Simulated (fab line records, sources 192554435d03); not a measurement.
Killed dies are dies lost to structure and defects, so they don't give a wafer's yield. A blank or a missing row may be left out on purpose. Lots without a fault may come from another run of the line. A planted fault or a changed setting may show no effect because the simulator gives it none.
Which tool did it? | flow n5_finfet | 11 lots, 33 wafers sampled, at 2 steps of a route of 1938

WHAT THE GAUGES READ, wafer by wafer
N5_BEOL_M9_OCD_MEAS_38.
lot  | measured     | on     | trench_depth_nm (nm)
L521 | day 9 23:43  | ocd-02 | 156.1 153.9 155.6
L524 | day 10 17:07 | ocd-02 | 151.1 148.2 153.4
L525 | day 10 20:15 | ocd-01 | 155.9 157.4 158.0
L526 | day 11 05:29 | ocd-01 | 154.3 156.9 154.7
L531 | day 12 13:13 | ocd-02 | 151.2 150.3 151.4
L535 | day 13 08:07 | ocd-02 | 149.9 151.0 148.5
L536 | day 13 20:49 | ocd-01 | 148.5 147.0 149.5
L539 | day 14 20:20 | ocd-01 | 153.9 150.8 154.8
L541 | day 14 20:32 | ocd-02 | 152.1 150.8 152.7
L543 | day 15 17:28 | ocd-02 | 151.7 146.5 154.4
L544 | day 15 17:53 | ocd-01 | 146.3 151.9 153.7

WHICH TOOL RAN EACH LOT (tool, then ch and the chambers of the sampled wafers, then the start)
lot  | N5_BEOL_M9_STRIP_80
L521 | rie_diel-04 ch 0,1, day 9 23:43 or earlier
L524 | rie_diel-05 ch 0,2,3, day 10 17:07 or earlier
L525 | rie_diel-04 ch 0,3, day 10 20:15 or earlier
L526 | rie_diel-04 ch 0,2,3, day 11 05:29 or earlier
L531 | rie_diel-01 ch 0,1, day 12 13:13 or earlier
L535 | rie_diel-05 ch 0,1, day 13 08:07 or earlier
L536 | rie_diel-05 ch 0,1,3, day 13 20:49 or earlier
L539 | rie_diel-04 ch 0,2,3, day 14 20:20 or earlier
L541 | rie_diel-01 ch 0,3, day 14 20:32 or earlier
L543 | rie_diel-05 ch 0,2,3, day 15 17:28 or earlier
L544 | rie_diel-05 ch 0,2,3, day 15 17:53 or earlier
- N5_BEOL_M9_STRIP_80: strips in N2/H2, time 10 s.

THE ANSWER, worked out from the rows above alone
Rule: what is usual is taken from the lots themselves. Put in order of their means at a reading, lots are off if they are a third of the lots or fewer, leave a main group of 4 or more, and stand apart from it by a gap of 3 or more times the standard deviation of the main group's means; of several such gaps the widest counts. A main group whose means are all the same, to the digits that the tables above print for the reading, isn't used. A lot without any number at a reading at which 4 lots or more have one is off too. The other lots that the step has rows for count as sound.
No lot is off at any reading shown: from this, nothing can be told.

WHAT THE SIMULATOR HAD PUT IN
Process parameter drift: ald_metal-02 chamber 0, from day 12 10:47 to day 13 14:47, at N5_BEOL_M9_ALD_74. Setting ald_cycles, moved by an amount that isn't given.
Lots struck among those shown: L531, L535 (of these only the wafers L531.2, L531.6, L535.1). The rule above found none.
